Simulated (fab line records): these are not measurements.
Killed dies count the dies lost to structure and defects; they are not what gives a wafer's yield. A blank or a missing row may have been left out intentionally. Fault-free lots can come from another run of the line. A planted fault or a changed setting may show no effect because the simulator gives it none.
Chamber matching ; flow n5Finfet ; pecvd-02 running N5_BEOL_M0_SAQP_PECVD_97: 3 sister chambers
The step deposits SiNx from SiH4/NH3/N2, target thk 23 nm, time 19.9 s. 3 wafers are shown with their chamber, then 12 later ones without.

WAFERS, EACH WITH ITS CHAMBER
wafer;chamber;throttleValvePct (%)
L087.4;0;38.9
L089.5;2;36.8
L089.6;1;41.5

WAFERS MISSING THEIR CHAMBER
wafer;throttleValvePct (%)
L091.1;39.5
L091.2;36.8
L091.6;39.2
L092.1;39.6
L092.3;36.8
L092.4;36.7
L095.2;39.8
L095.3;36.9
L095.5;41.3
L097.1;41.6
L097.3;36.9
L097.5;36.8

EACH ONE'S CHAMBER
wafer;from the rows above;in truth
L091.1;0;0
L091.2;2;2
L091.6;0;0
L092.1;0;0
L092.3;2;2
L092.4;2;2
L095.2;0;0
L095.3;2;2
L095.5;1;1
L097.1;1;1
L097.3;2;2
L097.5;2;2
12 of 12 placed correctly. From these rows, 0 cannot be placed. 0 placed wrongly.
How it was worked out, from the rows above alone: a wafer's distance from a chamber is the root of the sum, over the readings, of the square of ((its reading less the chamber's mean) divided by the reading's scatter). If the next closest chamber is less than 2 further off than the closest, the wafer can't be placed; otherwise it belongs to the closest. Each chamber's mean is taken over the wafers shown for it. The scatter: root of mean squared gap, hidden wafer to nearest shown wafer, with one shown wafer a chamber.
